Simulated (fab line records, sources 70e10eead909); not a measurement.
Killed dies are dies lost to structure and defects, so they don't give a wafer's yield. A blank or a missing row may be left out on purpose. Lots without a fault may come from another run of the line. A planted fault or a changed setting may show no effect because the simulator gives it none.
Which tool did it? | flow nand_harc | 13 lots, 38 wafers sampled, at 5 steps of a route of 1302

WHAT THE GAUGES READ, wafer by wafer
NHARC_END_SORT_01.
lot  | measured     | on        | killed_at_array | killed_at_other | killed_at_periphery | killed_dies | killed_open | killed_short
L650 | day 26 13:32 | prober-01 | 35 29 32        | 0 1 0           | 4 4 4               | 39 34 36    | 6 4 8       | 1 1 1
L654 | day 27 09:52 | prober-02 | 41 48 39        | 1 0 0           | 4 5 5               | 46 53 44    | 3 5 2       | 2 2 3
L656 | day 28 04:25 | prober-02 | 48 39 40        | 1 0 0           | 7 12 6              | 56 51 46    | 4 4 3       | 3 1 0
L657 | day 28 05:55 | prober-01 | 84 80 89        | 2 3 1           | 3 3 3               | 89 86 93    | 2 5 2       | 1 6 2
L658 | day 29 03:59 | prober-02 | 68 61 68        | 0 0 0           | 1 2 3               | 69 63 71    | 3 4 6       | 1 2 2
L659 | day 29 12:07 | prober-01 | 37 44 40        | 0 0 0           | 0 1 1               | 37 45 41    | 3 1 2       | 3 4 2
L661 | day 30 21:41 | prober-01 | 71 84 672       | 1 2 0           | 11 7 5              | 83 93 677   | 4 5 2       | 2 2 2
L662 | day 30 21:44 | prober-02 | 73 52 667       | 0 0 1           | 13 10 9             | 86 62 677   | 2 3 3       | 2 4 8
L663 | day 31 12:55 | prober-01 | 41 36 40        | 2 2 1           | 1 4 3               | 44 42 44    | 3 4 5       | 0 2 4
L664 | day 31 12:59 | prober-02 | 675 675         | 0 1             | 2 1                 | 677 677     | 5 2         | 1 0
L669 | day 33 03:28 | prober-01 | 57 42 33        | 0 0 0           | 3 4 3               | 60 46 36    | 2 3 4       | 3 5 0
L667 | day 32 21:48 | prober-02 | 41 54 51        | 0 1 2           | 1 1 2               | 42 56 55    | 3 5 7       | 0 1 1
L670 | day 34 12:29 | prober-01 | 47 64 57        | 0 0 0           | 3 0 5               | 50 64 62    | 1 3 7       | 1 1 1

WHICH TOOL RAN EACH LOT (tool, then ch and the chambers of the sampled wafers, then the start)
lot  | NHARC_A_STAIRCASE_ETCH_21          | NHARC_A_STAIRCASE_TRIM_22                     | NHARC_A_STAIRCASE_ETCH_23                     | NHARC_A_STAIRCASE_STRIP_175
L650 | rie_diel-12 ch 2,3, day 17 13:35   | rie_diel-12 ch 1,2,3, day 17 14:34 or earlier | rie_diel-12 ch 0,2, day 17 14:34 or earlier   | plasma_asher-01 ch 0,1, day 17 14:34
L654 | rie_diel-12 ch 1,3, day 18 10:01   | rie_diel-12 ch 1,2,3, day 18 10:53 or earlier | rie_diel-12 ch 0,1,3, day 18 10:53 or earlier | plasma_asher-01 ch 0,1, day 18 10:53
L656 | rie_diel-02 ch 0,2, day 19 06:34   | rie_diel-02 ch 0,2, day 19 09:14 or earlier   | rie_diel-02 ch 0,1,2, day 19 09:14 or earlier | plasma_asher-01 ch 0,1, day 19 09:14
L657 | rie_diel-02 ch 0,1, day 20 00:41   | rie_diel-02 ch 0,1, day 20 01:40 or earlier   | rie_diel-02 ch 1,2, day 20 01:40 or earlier   | plasma_asher-02 ch 1, day 20 01:40
L658 | rie_diel-02 ch 0,2, day 20 09:53   | rie_diel-02 ch 0,1,2, day 20 10:50 or earlier | rie_diel-02 ch 0,1, day 20 10:50 or earlier   | plasma_asher-02 ch 0,1, day 20 10:50
L659 | rie_diel-12 ch 0,2,3, day 20 18:44 | rie_diel-12 ch 0,2,3, day 20 20:10 or earlier | rie_diel-12 ch 0,2,3, day 20 20:10 or earlier | plasma_asher-02 ch 0,1, day 20 20:10
L661 | rie_diel-02 ch 0,1,2, day 22 02:05 | rie_diel-02 ch 0,1,2, day 22 03:02 or earlier | rie_diel-02 ch 1,2,3, day 22 03:02 or earlier | plasma_asher-01 ch 0, day 22 03:02
L662 | rie_diel-02 ch 0,2, day 22 04:20   | rie_diel-02 ch 0,1, day 22 05:25 or earlier   | rie_diel-02 ch 0,2,3, day 22 05:25 or earlier | plasma_asher-01 ch 0,1, day 22 05:25
L663 | rie_diel-12 ch 0,1,2, day 22 16:50 | rie_diel-12 ch 0,2, day 22 17:48 or earlier   | rie_diel-12 ch 0,3, day 22 17:48 or earlier   | plasma_asher-02 ch 0,1, day 22 17:48
L664 | rie_diel-02 ch 1,2, day 22 17:05   | rie_diel-02 ch 0,1, day 22 18:25 or earlier   | rie_diel-02 ch 0,2, day 22 18:25 or earlier   | plasma_asher-02 ch 0, day 22 18:25
L669 | rie_diel-12 ch 1,2,3, day 24 11:54 | rie_diel-12 ch 0,2,3, day 24 12:46 or earlier | rie_diel-12 ch 2,3, day 24 12:46 or earlier   | plasma_asher-02 ch 0,1, day 24 12:46
L667 | rie_diel-13 ch 1,2,3, day 24 12:05 | rie_diel-13 ch 0,1,3, day 24 13:00 or earlier | rie_diel-13 ch 0,1,2, day 24 13:00 or earlier | plasma_asher-01 ch 0,1, day 24 13:00
L670 | rie_diel-02 ch 0,2,3, day 25 07:30 | rie_diel-02 ch 2,3, day 25 08:28 or earlier   | rie_diel-02 ch 1,2,3, day 25 08:28 or earlier | plasma_asher-01 ch 0,1, day 25 08:28
- NHARC_A_STAIRCASE_ETCH_21: etches the open film in C4F8/O2, target depth 100 nm, time 40.5 s.
- NHARC_A_STAIRCASE_TRIM_22: chemistry O2, time 211.2 s.
- NHARC_A_STAIRCASE_ETCH_23: etches the open film in C4F8/O2, target depth 100 nm, time 40.5 s.
- NHARC_A_STAIRCASE_STRIP_175: strips in O2.

WHAT THE TOOLS THEMSELVES READ (means of the sampled wafers that have a number; where no wafer has one, the mark that the record gives instead)
NHARC_A_STAIRCASE_ETCH_21.
lot  | tool        | oes_product_au (a.u.) | rf_vpp_V (V)
L650 | rie_diel-12 | 0.956                 | 891
L654 | rie_diel-12 | 0.978                 | 899
L656 | rie_diel-02 | 0.930                 | 900
L657 | rie_diel-02 | 0.959                 | 905
L658 | rie_diel-02 | 0.959                 | 901
L659 | rie_diel-12 | 0.929                 | 898
L661 | rie_diel-02 | 0.883                 | 901
L662 | rie_diel-02 | 0.911                 | 897
L663 | rie_diel-12 | 0.957                 | 896
L664 | rie_diel-02 | 0.764                 | 898
L669 | rie_diel-12 | 0.970                 | 899
L667 | rie_diel-13 | 0.945                 | 891
L670 | rie_diel-02 | 0.962                 | 896

NHARC_A_STAIRCASE_TRIM_22.
lot  | tool        | drypump_motor_current_A (A) | oes_product_au (a.u.) | rf_vpp_V (V) | showerhead_plenum_p_Torr (Torr) | throttle_valve_pct (%)
L650 | rie_diel-12 | 5.8                         | 1.003                 | 58.2         | 3.46                            | 17.035
L654 | rie_diel-12 | 5.8                         | 1.006                 | 57.2         | 3.46                            | 17.038
L656 | rie_diel-02 | 6.1                         | 0.985                 | 58.3         | 3.67                            | 17.044
L657 | rie_diel-02 | 5.5                         | 0.988                 | 58.4         | 3.77                            | 17.032
L658 | rie_diel-02 | 5.8                         | 0.992                 | 59.0         | 3.67                            | 17.036
L659 | rie_diel-12 | 5.3                         | 0.996                 | 58.3         | 3.58                            | 17.042
L661 | rie_diel-02 | 5.8                         | 1.001                 | 58.3         | 3.67                            | 17.037
L662 | rie_diel-02 | 5.5                         | 1.002                 | 58.5         | 3.77                            | 17.036
L663 | rie_diel-12 | 5.0                         | 1.013                 | 57.8         | 3.63                            | 17.039
L664 | rie_diel-02 | 5.4                         | 0.998                 | 58.8         | 3.77                            | 17.041
L669 | rie_diel-12 | 5.2                         | 1.007                 | 57.3         | 3.56                            | 17.030
L667 | rie_diel-13 | 6.0                         | 1.013                 | 58.2         | 3.46                            | 17.039
L670 | rie_diel-02 | 6.2                         | 0.988                 | 57.6         | 3.41                            | 17.034

NHARC_A_STAIRCASE_ETCH_23.
lot  | tool        | oes_product_au (a.u.) | rf_vpp_V (V)
L650 | rie_diel-12 | 0.955                 | 887
L654 | rie_diel-12 | 0.961                 | 894
L656 | rie_diel-02 | 0.923                 | 901
L657 | rie_diel-02 | 0.941                 | 897
L658 | rie_diel-02 | 0.941                 | 905
L659 | rie_diel-12 | 0.935                 | 898
L661 | rie_diel-02 | 0.939                 | 897
L662 | rie_diel-02 | 0.947                 | 896
L663 | rie_diel-12 | 0.936                 | 891
L664 | rie_diel-02 | 0.940                 | 898
L669 | rie_diel-12 | 0.957                 | 902
L667 | rie_diel-13 | 0.960                 | 890
L670 | rie_diel-02 | 0.956                 | 896

NHARC_A_STAIRCASE_STRIP_175.
lot  | tool            | drypump_motor_current_A (A) | heater_power_w (W)
L650 | plasma_asher-01 | 5.9                         | 320
L654 | plasma_asher-01 | 6.2                         | 337
L656 | plasma_asher-01 | 6.2                         | 333
L657 | plasma_asher-02 | 5.5                         | 344
L658 | plasma_asher-02 | 5.8                         | 326
L659 | plasma_asher-02 | 5.8                         | 324
L661 | plasma_asher-01 | 6.5                         | 358
L662 | plasma_asher-01 | 5.9                         | 319
L663 | plasma_asher-02 | 6.0                         | 307
L664 | plasma_asher-02 | 6.2                         | 290
L669 | plasma_asher-02 | 6.0                         | 308
L667 | plasma_asher-01 | 6.0                         | 304
L670 | plasma_asher-01 | 5.9                         | 303

THE ANSWER, worked out from the rows above alone
Rule: what is usual is taken from the lots themselves. Put in order of their means at a reading, lots are off if they are a third of the lots or fewer, leave a main group of 4 or more, and stand apart from it by a gap of 3 or more times the standard deviation of the main group's means; of several such gaps the widest counts. A main group whose means are all the same, to the digits that the tables above print for the reading, isn't used. A lot without any number at a reading at which 4 lots or more have one is off too. The other lots that the step has rows for count as sound. The gauges are gone through in route order, then the tools' own readings, and for those a lot's mean is taken as printed above. The first step at which some lot is off is used, and at that step the reading that is off furthest; a lot without a number counts as furthest.
Off: L661, L662, L664, at NHARC_END_SORT_01 (killed_dies). The main group: mean 53, standard deviation 15.
A tool fits if, at a process step before that reading, it ran every lot that is off, and no sound lot after the first of them. The gauges at NHARC_END_SORT_01 are tried like those tools. NHARC_A_STAIRCASE_TRIM_22 gives no start for some lots, so the hours and the order of its lots are those of NHARC_A_STAIRCASE_STRIP_175. NHARC_A_STAIRCASE_ETCH_23 gives no start for some lots, so the hours and the order of its lots are those of NHARC_A_STAIRCASE_STRIP_175. None of those tried fits.

WHAT THE SIMULATOR HAD PUT IN
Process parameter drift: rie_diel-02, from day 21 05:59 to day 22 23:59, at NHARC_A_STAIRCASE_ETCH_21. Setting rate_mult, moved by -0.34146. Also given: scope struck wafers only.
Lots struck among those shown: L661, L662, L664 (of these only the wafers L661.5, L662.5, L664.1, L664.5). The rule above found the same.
